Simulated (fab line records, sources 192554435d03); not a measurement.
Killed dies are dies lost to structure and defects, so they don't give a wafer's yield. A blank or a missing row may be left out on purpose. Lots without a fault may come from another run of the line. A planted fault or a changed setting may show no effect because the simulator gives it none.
fab line records | flow n5_finfet
record lots=9 wafers=24 last_day=19
route steps=1938 shown MOL_CONTACT_COAG@617 BEOL_M0_SAQP@638 BEOL_M4@1111 PASSIVATION@1936
lots that met no fault: from a run of the same line without faults
start_h: hours from the record's first day to the start of the lot's first wafer shown | wait_h: hours since the lot's step before | " the same as in the row above | L1.1+2: a row that stands for several wafers | - no value, or no start given | * or withheld: withheld | < > ~ a bound
route shown NAME@n: a module of which the file shows steps, and the number in the route of the first | usual: mean/standard deviation of fault-free wafers | same: alike in all rows | chamber/n: place in a boat | sites: the reading at each site | _std_site: their standard deviation | _edge_site: outer sites' mean less inner sites' | radius_mm: how far each site lies from the wafer's centre | mask NAME#n: copy n | behind: the tool/chamber that last shaped the wafer | hold: why the lot was held/for how many hours/how that ended | device: the transistor (n, p or np) that didn't switch | end of line: the same wafers' tests at the end of the route | a step without rows: its recipe alone | killed: dies lost to structure and defects at the first sort, not the wafer's yield | map: a wafer's dies, x killed, . not, _ none there
set.NAME: the setting as run; set.NAME@STEP: as run at that earlier step | model.NAME: the simulator's own value behind a step, which no gauge read
steps of the route over a sample of lots; a table a step, a row a wafer
services: from which hour (start_h, from the record's first day; less than 0 if before it) a tool's chamber was out of use, for how many hours, and why
## steps
# step N5_MOL_CONTACT_COAG_ETCH_48
# recipe chemistry=C4F6/O2 target_depth_a=150 overetch_a=45 mask_material=SOC target=SiOC bias_w=465 pressure_mtorr=10 time_s=17 source_w=335 Ar_flow_sccm=300 C4F6_flow_sccm=10 O2_flow_sccm=10 ion_energy_ev=576
# usual drypump_motor_current_A=5.6/0.39 oes_product_au=0.67/0.086 rf_vpp_V=1593/36 showerhead_plenum_p_Torr=2.90/0.081 throttle_valve_pct=40.4/0.43
# columns lot.wafer tool chamber start_h wait_h drypump_motor_current_A oes_product_au rf_hours_counter_h rf_vpp_V showerhead_plenum_p_Torr throttle_valve_pct
L290.3 rie_diel-06 2 116.20 0.0 5.6 0.55 225 1530 2.92 40.4
L290.4 " 1 " " 5.6 0.69 53 1605 2.88 40.8
L290.5 " 2 " " 5.6 0.53 - 1529 2.92 40.4
L291.1 rie_diel-04 1 118.91 0.0 6.2 0.60 175 1585 2.97 41.0
L291.5 " 2 " " 6.0 0.57 - 1604 2.83 40.8
L291.6 " 3 " " 5.5 0.55 - 1668 2.92 40.9
L294.1 rie_diel-06 3 135.45 0.0 4.9 0.60 189 1580 2.72 40.2
L294.2 " 2 " " 5.6 0.53 232 1530 2.92 40.4
L294.4 " 1 " " 5.6 0.70 59 1607 2.88 40.8
L295.2 rie_diel-04 1 142.86 0.0 6.2 0.60 184 1583 2.96 41.0
L295.3 " 2 " " 6.0 0.58 189 1604 2.83 40.8
L295.4 " 2 " " 5.9 0.58 - 1605 2.83 40.8
L296.3 rie_diel-06 1 152.87 0.0 5.6 0.67 67 1605 2.87 40.8
L296.5 " 2 " " 5.6 0.57 - 1530 2.92 40.4
L296.6 " 1 " " 5.6 0.65 - 1606 2.87 40.8
L300.2 rie_diel-04 1 176.97 0.0 6.2 0.67 198 1583 2.96 41.1
L300.3 " 2 " " 6.0 0.62 200 1604 2.82 40.8
L300.5 " 3 " " 5.5 0.83 - 1669 2.91 40.1
L305.2 rie_diel-04 2 207.67 0.0 6.0 0.57 210 1604 2.82 40.8
L305.6 " 0 " " 6.1 0.73 - 1610 2.89 40.0
L307.2 rie_diel-04 2 217.57 0.0 5.9 0.59 213 1603 2.82 40.8
L307.6 " 2 " " 5.9 0.62 - 1602 2.82 40.8
L310.1 rie_diel-01 1 231.64 0.0 5.3 0.63 226 1590 2.93 40.9
L310.2 " 0 " " 5.9 0.80 40 1592 3.03 40.6
# step N5_MOL_CONTACT_COAG_CMP_52
# recipe stop_on=SiO2 t_overpolish_s=1.5 post_cmp_clean=w_dilute_nh4oh down_force_psi=4 platen_rpm=50.289 pad_velocity_m_s=1.0006 target_thk_nm=66.5
# usual motor_current_A=12.1/0.79 overpolish_run_s=1.501/0.0085 time_to_endpoint_s=12.6/2.1
# columns lot.wafer tool chamber start_h wait_h motor_current_A overpolish_run_s time_to_endpoint_s
L290.4 cmp-03 1 116.94 0.0 11.6 1.504 15.8
L290.3 " 3 " " 12.8 1.510 15.6
L290.5 " 1 " " 11.8 1.513 16.8
L291.1 cmp-01 0 119.76 0.1 11.2 1.484 11.5
L291.6 " 0 " " 12.1 1.508 10.6
L291.5 " 1 " " 11.5 1.498 12.7
L294.1 cmp-01 2 136.38 0.1 11.2 1.510 9.7
L294.2 " 0 " " 11.8 1.490 11.0
L294.4 " 1 " " 11.6 1.502 12.0
L295.4 cmp-01 3 143.86 0.3 12.7 1.498 12.8
L295.3 " 0 " " 11.5 1.502 13.1
L295.2 " 1 " " 11.6 1.508 13.2
L296.3 cmp-03 1 153.69 0.1 12.1 1.491 16.7
L296.6 " 3 " " 13.0 1.493 15.0
L296.5 " 0 " " 12.6 1.507 15.9
L300.2 cmp-01 1 177.75 0.1 12.1 1.512 14.0
L300.3 " 3 " " 13.1 1.488 13.4
L300.5 " 1 " " 11.5 1.515 12.1
L305.2 cmp-01 0 208.48 0.1 12.2 1.510 12.7
L305.6 " 2 " " 11.0 1.497 10.8
L307.2 cmp-01 3 218.41 0.1 12.8 1.504 13.4
L307.6 " 0 " " 11.9 1.490 14.3
L310.1 cmp-01 0 232.38 0.0 12.2 1.506 15.1
L310.2 " 3 " " 12.9 1.510 10.7
# step N5_MOL_CONTACT_COAG_THK_MEAS_53
# recipe reads=SiO2_of_MOL_CONTACT_COAG_PECVD_31
# usual VIA_MOL_THK=43.9/0.64
# columns lot.wafer tool chamber start_h wait_h VIA_MOL_THK[nm]
L290.3 film_metro-01 - 117.23 - 43.0
L290.4 " - " " 44.4
L290.5 " - " " 44.9
L291.1 film_metro-01 - 120.05 - 42.9
L291.5 " - " " 43.5
L291.6 " - " " 43.9
L294.1 film_metro-01 - 136.68 - 42.9
L294.2 " - " " 44.0
L294.4 " - " " 45.0
L295.2 film_metro-01 - 144.12 - 43.6
L295.3 " - " " 44.2
L295.4 " - " " 43.1
L296.3 film_metro-02 - 153.91 - 43.3
L296.5 " - " " 44.5
L296.6 " - " " 43.7
L300.2 film_metro-02 - 178.00 - 42.9
L300.3 " - " " 43.8
L300.5 " - " " 43.9
L305.2 film_metro-01 - 208.70 - 43.2
L305.6 " - " " 44.8
L307.2 film_metro-01 - 218.59 - 44.7
L307.6 " - " " 44.4
L310.1 film_metro-01 - 232.68 - 43.7
L310.2 " - " " 44.3
# step N5_BEOL_M0_SAQP_PECVD_04
# recipe material=a-Si target_thk_a=600 temp_c=350 precursor=SiH4/He pressure_torr=3 rf_w=100 time_s=60.2
# usual heater_power_w=665/81 showerhead_plenum_p_Torr=5.63/0.036 susceptor_temp_C=350.03/0.21 throttle_valve_pct=18.0/1
# columns lot.wafer tool chamber start_h wait_h heater_power_w showerhead_plenum_p_Torr susceptor_temp_C throttle_valve_pct
L290.3 pecvd-03 2 121.45 0.0 743 5.64 350.35 17.2
L290.4 " 2 " " 745 5.66 350.44 17.3
L290.5 " 1 " " 605 5.61 350.11 17.6
L291.1 pecvd-04 1 124.96 0.0 593 5.64 350.09 20.2
L291.5 " 2 " " 766 5.59 349.82 18.1
L291.6 " 1 " " 592 5.62 350.18 20.3
L294.1 pecvd-03 2 141.53 0.0 749 5.66 350.08 17.1
L294.2 " 0 " " 644 5.62 349.80 17.4
L294.4 " 2 " " 756 5.66 350.10 17.1
L295.2 pecvd-03 1 148.39 0.0 608 5.59 349.78 17.5
L295.3 " 1 " " 611 5.62 349.84 17.5
L295.4 " 2 " " 715 5.65 349.95 17.3
L296.3 pecvd-03 1 160.70 0.1 577 5.60 349.82 17.3
L296.5 " 2 " " 722 5.65 350.26 17.3
L296.6 " 1 " " 577 5.61 350.02 17.4
L300.2 pecvd-03 0 182.06 0.0 607 5.62 349.82 17.5
L300.3 " 2 " " 794 5.65 349.87 17.3
L300.5 " 1 " " 606 5.61 349.92 17.5
L305.2 pecvd-03 0 212.70 0.0 589 5.61 350.11 17.6
L305.6 " 0 " " 600 5.62 350.13 17.7
L307.2 pecvd-03 1 222.96 0.0 635 5.59 349.90 17.8
L307.6 " 1 " " 648 5.61 349.94 17.6
L310.1 pecvd-03 0 236.77 0.0 645 5.62 349.95 17.6
L310.2 " 1 " " 573 5.59 350.08 17.1
# step N5_BEOL_M0_SAQP_THK_MEAS_05
# usual thk_nm=59.7/0.8
# columns lot.wafer tool chamber start_h wait_h thk_nm
L290.3 film_metro-01 - 121.55 0.1 60.4
L290.4 " - " " 61.0
L290.5 " - " " 60.6
L291.1 film_metro-01 - 125.05 0.1 60.1
L291.5 " - " " 60.4
L291.6 " - " " 61.5
L294.1 film_metro-01 - 141.63 0.1 60.0
L294.2 " - " " 58.5
L294.4 " - " " 61.3
L295.2 film_metro-02 - 148.52 0.1 59.4
L295.3 " - " " 60.6
L295.4 " - " " 60.5
L296.3 film_metro-02 - 160.80 0.1 59.7
L296.5 " - " " 60.6
L296.6 " - " " 60.3
L300.2 film_metro-02 - 182.16 0.1 58.8
L300.3 " - " " 59.4
L300.5 " - " " 60.5
L305.2 film_metro-02 - 212.85 0.1 81.1
L305.6 " - " " 82.5
L307.2 film_metro-02 - 223.06 0.1 82.2
L307.6 " - " " 83.7
L310.1 film_metro-01 - 236.87 0.1 58.6
L310.2 " - " " 82.5
# step N5_BEOL_M0_SAQP_MANDREL_ETCH_20
# recipe target_depth_a=600 chemistry=HBr/Cl2 target=a-Si stop_on=SiNx bt_time_s=10 mask_material=SOC over_etch_frac=0.5 time_s=30 pressure_mtorr=10 icp_w=800 bias_w=75 HBr_flow_sccm=150 Cl2_flow_sccm=80 ends=end_point
# usual drypump_motor_current_A=6.0/0.4 he_backside_leak_sccm=2.7/0.36 oes_product_au=0.776/0.015 throttle_valve_pct=35.5/0.39
# columns lot.wafer tool chamber start_h wait_h drypump_motor_current_A he_backside_leak_sccm oes_product_au rf_hours_counter_h throttle_valve_pct
L290.3 rie_si-06 0 122.40 0.0 5.6 2.4 0.779 89 35.1
L290.4 " 2 " " 5.3 2.4 0.773 0 35.3
L290.5 " 2 " " 5.3 2.5 0.758 - 35.3
L291.1 rie_si-06 0 126.22 0.0 5.6 2.6 0.774 89 35.1
L291.5 " 2 " " 5.3 2.4 0.756 - 35.3
L291.6 " 1 " " 6.1 2.8 0.789 - 35.1
L294.1 rie_si-04 2 142.94 0.0 6.3 2.9 0.787 111 35.2
L294.2 " 1 " " 6.3 2.4 0.778 42 35.7
L294.4 " 0 " " 5.8 2.5 0.778 - 35.8
L295.2 rie_si-03 1 149.47 0.0 6.4 1.9 0.799 27 35.0
L295.3 " 3 " " 6.0 3.0 0.791 84 36.4
L295.4 " 0 " " 5.3 2.8 0.799 59 35.8
L296.3 rie_si-04 3 161.66 0.0 5.8 2.6 0.780 0 35.7
L296.5 " 1 " " 6.3 2.5 0.797 - 35.7
L296.6 " 0 " " 5.8 2.8 0.772 - 35.8
L300.2 rie_si-03 0 182.88 0.0 5.3 2.8 0.780 60 35.9
L300.3 " 2 " " 6.5 2.8 0.745 9 35.6
L300.5 " 2 " " 6.6 2.8 0.757 - 35.6
L305.2 rie_si-06 3 213.72 0.0 6.3 2.7 0.935 1 35.1
L305.6 " 3 " " 6.3 2.6 0.944 - 35.1
L307.2 rie_si-06 0 224.24 0.0 5.6 2.3 0.939 91 34.8
L307.6 " 3 " " 6.3 2.8 0.961 - 35.0
L310.1 rie_si-03 1 237.81 0.0 6.4 2.5 0.794 29 35.0
L310.2 " 3 " " 6.0 3.1 0.958 86 36.1
# step N5_BEOL_M4_RC_MEAS_101
# usual DIBL_N=36.0/1.9 DIBL_P=35.6/2.2 IOFF_N=0.15/0.031 IOFF_P=0.19/0.032 ION_N=668/11 ION_P=455/7.2 SS_N=71.5/0.65 SS_P=73.4/0.64 VT_N=251/3.6 VT_P=-253/3.3
# columns lot.wafer tool chamber start_h wait_h DIBL_N[mV/V] DIBL_P[mV/V] IOFF_N[nA/um] IOFF_P[nA/um] ION_N[uA/um] ION_P[uA/um] SS_N[mV/dec] SS_P[mV/dec] VT_N[mV] VT_P[mV]
L290.3 prober-01 0 198.86 0.3 34.8 34.5 0.13 0.17 647 445 71.1 72.7 252 -253
L290.4 " 0 " " 36.2 35.2 0.15 0.17 663 453 70.9 72.5 254 -253
L290.5 " 0 " " 36.5 35.6 0.15 0.17 655 441 71.8 73.5 251 -254
L291.1 prober-02 0 226.65 0.0 38.1 37.8 0.20 0.23 685 463 71.4 73.6 241 -249
L291.5 " 0 " " 36.1 36.1 0.16 0.20 676 459 71.4 73.3 251 -253
L291.6 " 0 " " 35.0 33.9 0.15 0.17 665 453 71.7 72.9 251 -254
L294.1 prober-01 0 241.22 0.0 37.8 38.5 0.18 0.21 682 457 72.4 73.8 249 -252
L294.2 " 0 " " 38.2 39.4 0.19 0.23 678 459 72.5 73.5 249 -253
L294.4 " 0 " " 36.1 37.7 0.16 0.21 677 466 71.5 73.6 248 -252
L295.2 prober-01 0 246.14 0.2 35.6 33.8 0.12 0.16 663 451 71.1 72.4 253 -256
L295.3 " 0 " " 35.2 34.4 0.12 0.16 653 453 70.9 73.9 254 -254
L295.4 " 0 " " 37.1 36.4 0.16 0.20 662 452 71.8 73.0 251 -253
L296.3 prober-02 0 248.01 0.3 34.0 33.2 0.12 0.19 650 452 71.2 72.7 255 -251
L296.5 " 0 " " 34.2 32.6 0.12 0.17 660 453 71.1 72.7 257 -255
L296.6 " 0 " " 32.9 32.8 0.11 0.17 665 458 71.4 72.7 254 -254
L300.2 prober-01 0 295.37 0.2 38.7 37.3 0.17 0.22 674 461 71.9 74.7 250 -250
L300.3 " 0 " " 37.5 35.6 0.15 0.19 672 454 72.2 73.6 251 -251
L300.5 " 0 " " 37.1 35.4 0.15 0.18 659 446 71.0 73.3 256 -255
L305.2 prober-01 0 322.82 0.2 38.0 36.6 0.17 0.21 677 463 70.9 74.0 249 -251
L305.6 " 0 " " 38.8 37.1 0.18 0.21 683 461 72.0 73.4 248 -250
L307.2 prober-01 0 332.06 0.2 36.7 35.3 0.15 0.18 665 451 72.2 72.7 250 -253
L307.6 " 0 " " 38.7 39.4 0.21 0.25 686 462 72.4 73.9 243 -251
L310.1 prober-02 0 333.71 0.0 33.1 33.5 0.11 0.13 662 444 70.6 72.9 259 -262
L310.2 " 0 " " 34.7 35.8 0.13 0.16 666 443 71.6 73.6 255 -262
# step N5_PASSIVATION_PROBE_49
# usual defect_limited_yield=91.3/1.4 killed_at_M0_to_M3=34/10 killed_at_M4_up=14/5.5 killed_at_contacts=12/6 killed_at_front_end=40/10 killed_at_other=3.0/2.4 killed_dies=103/17 killed_on_rim=13/4.3 killed_open=68/13 killed_short=34/7.8 sort_bin_5_function=5.1/0.97 sort_bin_6_memory=3.3/0.66 sort_bin_8_speed=0.02/0.12 sort_n_pass=1077/17 sort_yield_pct=91.2/1.4
# same gross_dies=1180 killed_at_back_side=0 sort_bin_4_leakage[%]=0
# columns lot.wafer tool chamber start_h wait_h defect_limited_yield[%] killed_at_M0_to_M3 killed_at_M4_up killed_at_contacts killed_at_front_end killed_at_other killed_dies killed_on_rim killed_open killed_short sort_bin_5_function[%] sort_bin_6_memory[%] sort_bin_8_speed[%] sort_n_pass sort_yield_pct[%]
L290.3 prober-01 - 298.15 0.1 90.9 50 8 10 38 1 107 13 72 35 5.2 3.5 0 1073 90.9
L290.4 prober-01 - 298.20 0.2 91.8 32 15 9 40 1 97 13 69 27 5.4 2.5 0 1083 91.8
L290.5 prober-01 - 298.25 0.2 92.6 31 11 6 38 1 87 12 51 36 4.0 3.1 0.08 1092 92.5
L291.1 prober-02 - 323.36 0.4 92.3 26 31 9 25 0 91 15 57 32 3.6 3.6 0 1089 92.3
L291.5 prober-02 - 323.56 0.6 89.7 45 9 12 50 6 122 15 85 37 5.9 4.3 0 1058 89.7
L291.6 prober-02 - 323.61 0.7 88.7 39 20 6 65 3 133 11 86 45 6.3 4.4 0 1047 88.7
L295.2 prober-01 - 346.34 0.1 91.6 30 13 26 29 1 99 14 78 21 4.8 3.6 0 1081 91.6
L295.3 prober-01 - 346.39 0.1 92.6 34 9 21 21 2 87 8 63 24 3.2 4.1 0 1093 92.6
L295.4 prober-01 - 346.44 0.2 91.9 30 18 18 27 2 95 15 65 28 5.2 2.8 0 1085 91.9
L294.1 prober-02 - 347.58 0.0 91.1 32 13 13 42 5 105 20 66 32 5.6 2.5 0 1075 91.1
L294.2 prober-02 - 347.63 0.1 93.8 34 7 10 19 3 73 8 49 24 3.6 2.2 0 1107 93.8
L294.4 prober-02 - 347.73 0.2 91.3 27 28 11 35 2 103 16 72 31 5.0 3.4 0 1077 91.3
L296.3 prober-01 - 356.71 0.1 90.8 38 14 15 36 5 108 12 74 31 5.3 3.6 0 1072 90.8
L296.5 prober-01 - 356.81 0.2 90.6 33 23 14 40 1 111 21 74 33 5.1 4.1 0 1069 90.6
L296.6 prober-01 - 356.86 0.3 91.0 27 18 19 40 2 106 9 79 25 5.5 3.4 0 1074 91.0
L300.2 prober-02 - 404.46 0.1 93.1 31 13 4 32 2 82 10 54 27 4.5 1.9 0 1098 93.1
L300.3 prober-02 - 404.51 0.1 92.1 27 7 17 42 0 93 12 61 29 4.4 3.3 0 1087 92.1
L300.5 prober-02 - 404.61 0.2 91.1 41 16 9 38 1 105 8 77 27 4.8 3.9 0 1075 91.1
L307.2 prober-01 - 428.11 0.1 89.2 41 19 12 55 0 127 15 95 32 6.7 3.8 0 1053 89.2
L307.6 prober-01 - 428.31 0.3 87.7 61 14 14 53 3 145 18 103 28 7.7 4.2 0 1035 87.7
L305.6 prober-02 - 434.92 0.3 92.8 38 9 10 26 2 85 11 54 27 4.9 2.1 0 1095 92.8
L310.2 prober-01 - 454.34 0.1 92.2 28 22 2 35 5 92 7 60 28 4.7 3.1 0.08 1087 92.1
# killed by level:class
L290.3 BEOL_M0_SAQP:geometric_particle:short=13 BEOL_M0_SAQP:geometric_particle:open=13 MOL_CONTACT_COAG:geometric_particle:open=10 BEOL_M1:geometric_particle:open=9 BEOL_M3:geometric_particle:open=9 FIN_SAQP:geometric_particle:open=6 STI_FIN_REVEAL:geometric_particle:open=5 ILD0:geometric_particle:short=5
L290.4 DUMMY_GATE:geometric_particle:open=14 BEOL_M1:geometric_particle:open=9 FIN_SAQP:geometric_particle:open=7 BEOL_M0_SAQP:geometric_particle:open=7 FIN_SAQP:geometric_particle:short=6 MOL_CONTACT_COAG:geometric_particle:open=6 BEOL_M0_SAQP:geometric_particle:short=5 BEOL_M3:geometric_particle:open=5
L290.5 FIN_SAQP:geometric_particle:short=9 BEOL_M0_SAQP:geometric_particle:short=8 BEOL_M3:geometric_particle:open=8 BEOL_M0_SAQP:geometric_particle:open=6 FIN_SAQP:geometric_particle:open=5 MOL_CONTACT_COAG:geometric_particle:open=5 STI_FIN_REVEAL:geometric_particle:open=4 DUMMY_GATE:geometric_particle:short=4
L291.1 BEOL_M4:geometric_particle:open=12 BEOL_M0:geometric_particle:short=8 BEOL_M5:geometric_particle:open=8 GATE_CUT:geometric_particle:short=7 BEOL_M1:geometric_particle:open=7 MOL_CONTACT_COAG:geometric_particle:open=6 BEOL_M2:geometric_particle:open=5 FIN_SAQP:geometric_particle:short=4
L291.5 STI_FIN_REVEAL:geometric_particle:open=17 BEOL_M2:geometric_particle:open=15 MOL_CONTACT_COAG:geometric_particle:open=10 BEOL_M3:geometric_particle:open=9 FIN_SAQP:geometric_particle:open=8 BEOL_M0:geometric_particle:short=6 FIN_SAQP:geometric_particle:short=5 GATE_CUT:geometric_particle:short=5
L291.6 FIN_SAQP:geometric_particle:open=17 STI_FIN_REVEAL:geometric_particle:open=13 FIN_SAQP:geometric_particle:short=10 BEOL_M3:geometric_particle:open=10 BEOL_M0:geometric_particle:short=7 BEOL_M4:geometric_particle:open=7 GATE_CUT:geometric_particle:short=6 BEOL_M5:geometric_particle:open=6
L295.2 MOL_CONTACT_COAG:geometric_particle:open=22 FIN_SAQP:geometric_particle:open=7 BEOL_M3:geometric_particle:open=7 BEOL_M1:geometric_particle:open=6 BEOL_M4:geometric_particle:open=5 STI_FIN_REVEAL:geometric_particle:open=4 MOL_CONTACT_COAG:geometric_particle:short=4 BEOL_M0_SAQP:geometric_particle:open=4
L295.3 MOL_CONTACT_COAG:geometric_particle:open=19 BEOL_M3:geometric_particle:open=8 BEOL_M1:geometric_particle:open=7 BEOL_M0_SAQP:geometric_particle:open=5 BEOL_M0_SAQP:geometric_particle:short=5 STI_FIN_REVEAL:geometric_particle:open=4 FIN_SAQP:geometric_particle:open=3 GATE_CUT:geometric_particle:short=3
L295.4 MOL_CONTACT_COAG:geometric_particle:open=15 BEOL_M0_SAQP:geometric_particle:short=9 FIN_SAQP:geometric_particle:open=7 BEOL_M3:geometric_particle:open=7 BEOL_M4:geometric_particle:open=6 GATE_CUT:geometric_particle:short=6 STI_FIN_REVEAL:geometric_particle:open=3 MOL_CONTACT_COAG:geometric_particle:short=3
L294.1 STI_FIN_REVEAL:geometric_particle:open=15 BEOL_M1:geometric_particle:open=11 MOL_CONTACT_COAG:geometric_particle:open=11 BEOL_M0_SAQP:geometric_particle:short=8 BEOL_M0_SAQP:geometric_particle:open=7 FIN_SAQP:geometric_particle:short=5 STI_FIN_REVEAL:geometric_particle:short=4 HKMG_FIN:area_etch=4
L294.2 MOL_CONTACT_COAG:geometric_particle:open=9 BEOL_M0_SAQP:geometric_particle:open=8 BEOL_M1:geometric_particle:open=6 BEOL_M0_SAQP:geometric_particle:short=5 FIN_SAQP:geometric_particle:open=4 STI_FIN_REVEAL:geometric_particle:open=3 GATE_CUT:geometric_particle:open=3 BEOL_M0:geometric_particle:short=3
L294.4 STI_FIN_REVEAL:geometric_particle:open=13 BEOL_M4:geometric_particle:open=12 BEOL_M0_SAQP:geometric_particle:open=8 BEOL_M0_SAQP:geometric_particle:short=8 MOL_CONTACT_COAG:geometric_particle:open=7 STI_FIN_REVEAL:geometric_particle:short=6 BEOL_M3:geometric_particle:open=5 BEOL_M4:geometric_particle:short=5
L296.3 BEOL_M2:geometric_particle:open=13 MOL_CONTACT_COAG:geometric_particle:open=11 BEOL_M1:geometric_particle:open=8 FIN_SAQP:geometric_particle:short=5 FIN_SAQP:geometric_particle:open=5 BEOL_M5:geometric_particle:open=5 STI_FIN_REVEAL:geometric_particle:open=4 ILD0:geometric_particle:short=4
L296.5 FIN_SAQP:geometric_particle:short=12 MOL_CONTACT_COAG:geometric_particle:open=10 BEOL_M2:geometric_particle:open=9 BEOL_M4:geometric_particle:open=9 FIN_SAQP:geometric_particle:open=8 BEOL_M3:geometric_particle:open=7 STI_FIN_REVEAL:geometric_particle:open=6 BEOL_M1:geometric_particle:open=6
L296.6 FIN_SAQP:geometric_particle:open=13 MOL_CONTACT_COAG:geometric_particle:open=12 FIN_SAQP:geometric_particle:short=7 MOL_CONTACT_COAG:geometric_particle:short=7 BEOL_M2:geometric_particle:open=7 BEOL_M3:geometric_particle:open=7 STI_FIN_REVEAL:geometric_particle:open=6 BEOL_M1:geometric_particle:open=6
L300.2 BEOL_M4:geometric_particle:open=10 BEOL_M3:geometric_particle:open=9 FIN_SAQP:geometric_particle:open=8 BEOL_M0_SAQP:geometric_particle:short=7 BEOL_M0_SAQP:geometric_particle:open=7 GATE_CUT:geometric_particle:short=5 FIN_SAQP:geometric_particle:short=4 STI_FIN_REVEAL:geometric_particle:open=4
L300.3 MOL_CONTACT_COAG:geometric_particle:open=12 FIN_SAQP:geometric_particle:open=10 BEOL_M0_SAQP:geometric_particle:open=7 MOL_CONTACT_COAG:geometric_particle:short=5 BEOL_M0_SAQP:geometric_particle:short=5 STARTING-WAFER:geometric_particle:short=5 STI_FIN_REVEAL:geometric_particle:open=4 GATE_CUT:geometric_particle:short=4
L300.5 FIN_SAQP:geometric_particle:open=16 BEOL_M3:geometric_particle:open=13 BEOL_M4:geometric_particle:open=9 BEOL_M0_SAQP:geometric_particle:short=8 MOL_CONTACT_COAG:geometric_particle:open=7 BEOL_M0_SAQP:geometric_particle:open=7 BEOL_M2:geometric_particle:open=5 DUMMY_GATE:geometric_particle:open=4
L307.2 STI_FIN_REVEAL:geometric_particle:open=21 MOL_CONTACT_COAG:geometric_particle:open=11 BEOL_M1:geometric_particle:open=10 BEOL_M4:geometric_particle:open=10 GATE_CUT:geometric_particle:short=8 FIN_SAQP:geometric_particle:open=7 BEOL_M0_SAQP:geometric_particle:open=7 BEOL_M3:geometric_particle:open=7
L307.6 STI_FIN_REVEAL:geometric_particle:open=21 MOL_CONTACT_COAG:geometric_particle:open=13 BEOL_M0_SAQP:area_etch=12 BEOL_M1:geometric_particle:open=11 FIN_SAQP:geometric_particle:open=9 BEOL_M3:geometric_particle:open=9 BEOL_M0_SAQP:geometric_particle:open=9 BEOL_M0_SAQP:geometric_particle:short=8
L305.6 FIN_SAQP:geometric_particle:short=9 BEOL_M3:geometric_particle:open=9 MOL_CONTACT_COAG:geometric_particle:open=8 BEOL_M0_SAQP:geometric_particle:open=7 BEOL_M0:geometric_particle:open=7 BEOL_M2:geometric_particle:open=4 FIN_SAQP:geometric_particle:open=3 STI_FIN_REVEAL:geometric_particle:short=3
L310.2 BEOL_M4:geometric_particle:open=7 STI_FIN_REVEAL:geometric_particle:open=5 DUMMY_GATE:geometric_particle:open=5 ILD0:geometric_particle:open=5 GATE_CUT:geometric_particle:open=5 BEOL_M1:geometric_particle:open=5 FIN_SAQP:geometric_particle:open=4 BEOL_M0_SAQP:geometric_particle:open=4
## services
# columns tool chamber start_h hours kind
rie_diel-04 0 98.61 - clean
rie_diel-04 0 98.61 - consumable_replace:focus_ring
rie_diel-04 0 98.61 15.3 scheduled_down
rie_diel-04 0 98.61 15.3 vent_cycle
rie_diel-01 1 111.49 9.7 repair
cmp-01 - 118.48 0.8 repair
pecvd-03 - 125.98 0.6 repair
rie_si-03 1 129.82 11.1 repair
rie_diel-06 0 130.10 4.0 repair
rie_si-03 - 131.25 1.3 repair
rie_si-04 - 134.08 0.9 repair
cmp-03 - 135.22 8.7 pm
pecvd-03 0 144.63 19.6 repair
rie_si-03 3 155.78 5.0 repair
rie_diel-01 3 156.77 43.4 repair
rie_si-06 - 170.33 2.8 pm
rie_diel-04 1 171.89 1.4 repair
rie_diel-06 3 181.80 17.0 repair
cmp-01 - 183.03 4.0 pm
cmp-01 - 187.03 - consumable_replace:conditioner
cmp-01 - 187.03 - consumable_replace:pad
rie_si-04 0 188.29 3.0 repair
rie_diel-01 - 202.64 0.5 repair
cmp-01 - 212.85 1.8 repair
## key
first_sign step=N5_BEOL_M0_SAQP_THK_MEAS_05 reading=thk_nm direction=up sigmas=28 usual=* struck=*
effect step=N5_BEOL_M0_SAQP_MANDREL_ETCH_20 reading=oes_product_au direction=up sigmas=11 usual=0.776 struck=0.947
met_at N5_BEOL_M0_SAQP_PECVD_04
struck_lots L305,L307,L310
struck_wafers L305.2,L305.6,L307.2,L307.6,L310.2
not_acting_at N5_MOL_CONTACT_COAG_ETCH_48,N5_MOL_CONTACT_COAG_CMP_52,N5_MOL_CONTACT_COAG_THK_MEAS_53
onset_between 182.06 212.70
fault kind=process_parameter_drift tool=pecvd-03 chamber=- onset_h=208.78 steps=N5_BEOL_M0_SAQP_PECVD_04 channel=time_s offset=* shape=step end_h=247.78 scope=struck_wafers_only acts_in=* stated=*
